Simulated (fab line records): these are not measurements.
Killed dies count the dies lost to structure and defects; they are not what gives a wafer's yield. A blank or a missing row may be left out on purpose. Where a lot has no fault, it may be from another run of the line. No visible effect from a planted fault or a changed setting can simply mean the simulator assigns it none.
Chamber matching | flow n5Finfet | pecvd-02 running N5_BEOL_M7_DEP_56: 3 sister chambers
The step deposits SiCN from 3MS/NH3, target thk 10 nm, time 17.5 s. 3 wafers are shown with their chamber, then 12 later ones without.

== WAFERS, EACH WITH ITS CHAMBER ==
wafer  | chamber | throttleValvePct (%)
L087.5 | 2       | 8.8
L089.1 | 0       | 9.7
L089.4 | 1       | 9.4

== WAFERS WITH NO CHAMBER GIVEN ==
wafer  | throttleValvePct (%)
L090.1 | 9.4
L090.2 | 8.9
L090.3 | 9.6
L090.4 | 9.2
L090.5 | 9.5
L090.6 | 9.0
L093.1 | 9.1
L093.3 | 8.9
L093.4 | 8.8
L096.1 | 8.9
L096.4 | 9.4
L096.5 | 9.7

== THE CHAMBER EACH PASSED THROUGH ==
wafer  | from the rows above     | in truth
L090.1 | 1                       | 1
L090.2 | 2                       | 2
L090.3 | can't be placed: 0 or 1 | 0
L090.4 | can't be placed: 1 or 2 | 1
L090.5 | can't be placed: 1 or 0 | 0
L090.6 | can't be placed: 2 or 1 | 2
L093.1 | can't be placed: 2 or 1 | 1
L093.3 | 2                       | 2
L093.4 | 2                       | 2
L096.1 | 2                       | 2
L096.4 | 1                       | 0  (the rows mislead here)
L096.5 | 0                       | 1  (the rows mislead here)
Correctly placed: 5 of 12. Unplaceable from these rows: 5, with the true chamber sitting among the candidates in 5. Wrongly placed: 2.
How it was worked out, from the rows above alone: a wafer's distance from a chamber is the root of the sum, over the readings, of the square of ((its reading less the chamber's mean) divided by the reading's scatter). The wafer belongs to the nearest chamber; if the next one is less than 2 further off, it can't be placed. Each chamber's mean is taken over the wafers shown for it. The scatter (one wafer shown for each chamber): square how far every hidden wafer sits from the nearest shown wafer, average those squares and take the square root.
